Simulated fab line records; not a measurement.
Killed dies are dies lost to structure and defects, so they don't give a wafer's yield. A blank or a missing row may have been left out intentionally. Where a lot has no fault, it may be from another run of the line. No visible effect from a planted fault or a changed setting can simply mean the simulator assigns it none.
Matching of chambers / flow n5Finfet / N5_ZERO_LAYER_PECVD_02 on pecvd-03: 3 sister chambers
The step deposits SiO2 from SiH4/N2O, target thk 10 nm, time 6 s. 3 wafers are shown with their chamber, then 11 later ones without.

## WAFERS PAIRED WITH THEIR CHAMBERS
wafer=L087.3; chamber=2; showerheadPlenumPTorr (Torr)=8.15
wafer=L089.6; chamber=1; showerheadPlenumPTorr (Torr)=8.26
wafer=L090.2; chamber=0; showerheadPlenumPTorr (Torr)=8.13

## WAFERS WHOSE CHAMBER IS MISSING
wafer=L090.3; showerheadPlenumPTorr (Torr)=8.11
wafer=L090.5; showerheadPlenumPTorr (Torr)=8.13
wafer=L093.3; showerheadPlenumPTorr (Torr)=8.14
wafer=L093.5; showerheadPlenumPTorr (Torr)=8.14
wafer=L093.6; showerheadPlenumPTorr (Torr)=8.24
wafer=L095.1; showerheadPlenumPTorr (Torr)=8.14
wafer=L095.2; showerheadPlenumPTorr (Torr)=8.13
wafer=L095.4; showerheadPlenumPTorr (Torr)=8.29
wafer=L096.1; showerheadPlenumPTorr (Torr)=8.28
wafer=L096.5; showerheadPlenumPTorr (Torr)=8.25
wafer=L096.6; showerheadPlenumPTorr (Torr)=8.15

## WHICH CHAMBER EACH WENT THROUGH
wafer=L090.3; from the rows above=can't be placed: 0 or 2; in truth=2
wafer=L090.5; from the rows above=can't be placed: 0 or 2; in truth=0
wafer=L093.3; from the rows above=can't be placed: 0 or 2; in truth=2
wafer=L093.5; from the rows above=can't be placed: 0 or 2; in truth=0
wafer=L093.6; from the rows above=1; in truth=1
wafer=L095.1; from the rows above=can't be placed: 0 or 2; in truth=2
wafer=L095.2; from the rows above=can't be placed: 0 or 2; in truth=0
wafer=L095.4; from the rows above=1; in truth=1
wafer=L096.1; from the rows above=1; in truth=1
wafer=L096.5; from the rows above=1; in truth=1
wafer=L096.6; from the rows above=can't be placed: 2 or 0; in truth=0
Placed correctly: 4 of 11. Not placeable from these rows: 7 (in 7, the candidates include the true chamber). Number placed wrongly: 0.
How it was worked out, from the rows above alone: a wafer's distance from a chamber is the root of the sum, over the readings, of the square of ((its reading less the chamber's mean) divided by the reading's scatter). If the next closest chamber is less than 2 further off than the closest, the wafer can't be placed; otherwise it belongs to the closest. For every chamber, the mean is computed from those of its wafers that are shown. The scatter: with one shown wafer a chamber, the root of the mean of the squares of how far each hidden wafer lies from its nearest shown one.
